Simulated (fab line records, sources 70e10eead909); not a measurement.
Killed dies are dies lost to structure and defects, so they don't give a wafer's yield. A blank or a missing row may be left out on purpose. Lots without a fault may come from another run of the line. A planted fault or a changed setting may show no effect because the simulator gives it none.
Tool commonality check | flow nand_harc | 9 lots, 27 wafers sampled

WHY IT WAS OPENED
At NHARC_END_SORT_01 the reading killed_at_array is flagged on 2 of 9 lots. Wafers without a fault read 57, standard deviation 20.
Rule: a lot is flagged when every wafer of it that has a number lies more than 4 standard deviations from that mean, or none has a number. The other lots count as sound.

lot  | measured     | on        | killed_at_array, wafer by wafer | flag
L117 | day 25 14:14 | prober-02 | 73 78 74                        |
L119 | day 27 04:59 | prober-02 | 71 61 71                        |
L130 | day 30 14:16 | prober-01 | 675 676 674                     | FLAGGED
L129 | day 30 15:40 | prober-02 | 675 676 674                     | FLAGGED
L131 | day 32 13:10 | prober-01 | 76 90 77                        |
L132 | day 32 20:56 | prober-01 | 69 75 61                        |
L134 | day 32 22:36 | prober-02 | 52 53 64                        |
L135 | day 33 12:11 | prober-02 | 36 25 32                        |
L136 | day 34 01:32 | prober-01 | 47 41 51                        |
The numbers of the flagged lots are 675 on average: +618 against the usual, or +31 standard deviations.

WHICH TOOL RAN EACH LOT
The record holds 2 process steps before the reading, out of a route of 1302 steps. In each cell: the tool, then ch and the chambers that the sampled wafers went through, then the start.
lot  | flag    | NHARC_A_CONTACT_ETCH_77                       | NHARC_A_CONTACT_ETCH_128
L117 |         | rie_diel-08 ch 1,2, day 23 07:41 or earlier   | har_cap_etch-02 ch 0,1, day 23 07:41
L119 |         | rie_diel-08 ch 0,1,2, day 24 18:41 or earlier | har_cap_etch-02 ch 0,1, day 24 18:41
L130 | FLAGGED | rie_diel-08 ch 0,2,3, day 28 07:11 or earlier | har_cap_etch-02 ch 0,1, day 28 07:11
L129 | FLAGGED | rie_diel-08 ch 0,1,2, day 28 03:53 or earlier | har_cap_etch-03 ch 0,1, day 28 03:53
L131 |         | rie_diel-08 ch 0,2,3, day 29 22:28 or earlier | har_cap_etch-03 ch 0,1, day 29 22:28
L132 |         | rie_diel-08 ch 0,1,3, day 29 23:30 or earlier | har_cap_etch-02 ch 0,1, day 29 23:30
L134 |         | rie_diel-04 ch 0,1,2, day 30 06:17 or earlier | har_cap_etch-03 ch 0,1, day 30 06:17
L135 |         | rie_diel-04 ch 0,1, day 31 01:54 or earlier   | har_cap_etch-03 ch 0,1, day 31 01:54
L136 |         | rie_diel-08 ch 0,3, day 31 17:56 or earlier   | har_cap_etch-03 ch 0,1, day 31 17:56
What these steps do:
- NHARC_A_CONTACT_ETCH_77: etches the open film in CF4/CHF3, target depth 108.9 nm, time 54.5 s.
- NHARC_A_CONTACT_ETCH_128: etches the open film in C4F8/O2/Ar, time 197 s, target depth 1918 nm.
- NHARC_END_SORT_01

FLAGGED OVER TOTAL, TOOL BY TOOL (the gauges that took the reading come last)
step                     | tool            | lots run | flagged | share of the flagged lots | sound lots run after its first flagged lot
NHARC_A_CONTACT_ETCH_77  | rie_diel-04     | 2        | 0       | none                      | -
NHARC_A_CONTACT_ETCH_77  | rie_diel-08     | 7        | 2       | all                       | 3 (L131,L132,L136)
NHARC_A_CONTACT_ETCH_128 | har_cap_etch-02 | 4        | 1       | some                      | 1 (L132)
NHARC_A_CONTACT_ETCH_128 | har_cap_etch-03 | 5        | 1       | some                      | 4 (L131,L134,L135,L136)
NHARC_END_SORT_01        | prober-01       | 4        | 1       | some                      | 3 (L131,L132,L136)
NHARC_END_SORT_01        | prober-02       | 5        | 1       | some                      | 2 (L134,L135)
NHARC_A_CONTACT_ETCH_77 gives no start for some lots, so the hours and the order of its lots are those of NHARC_A_CONTACT_ETCH_128.

WHAT THE TABLE ALLOWS
1 row of the table ran every flagged lot: rie_diel-08 at NHARC_A_CONTACT_ETCH_77.
- rie_diel-08 at NHARC_A_CONTACT_ETCH_77: 2 of its 7 lots flagged. Sound lots ran on it after the first flagged one (L131, L132, L136), which a lasting fault on the whole tool wouldn't allow.
No row of the table ran every flagged lot and no sound lot after the first.

WHAT THE SIMULATOR HAD PUT IN
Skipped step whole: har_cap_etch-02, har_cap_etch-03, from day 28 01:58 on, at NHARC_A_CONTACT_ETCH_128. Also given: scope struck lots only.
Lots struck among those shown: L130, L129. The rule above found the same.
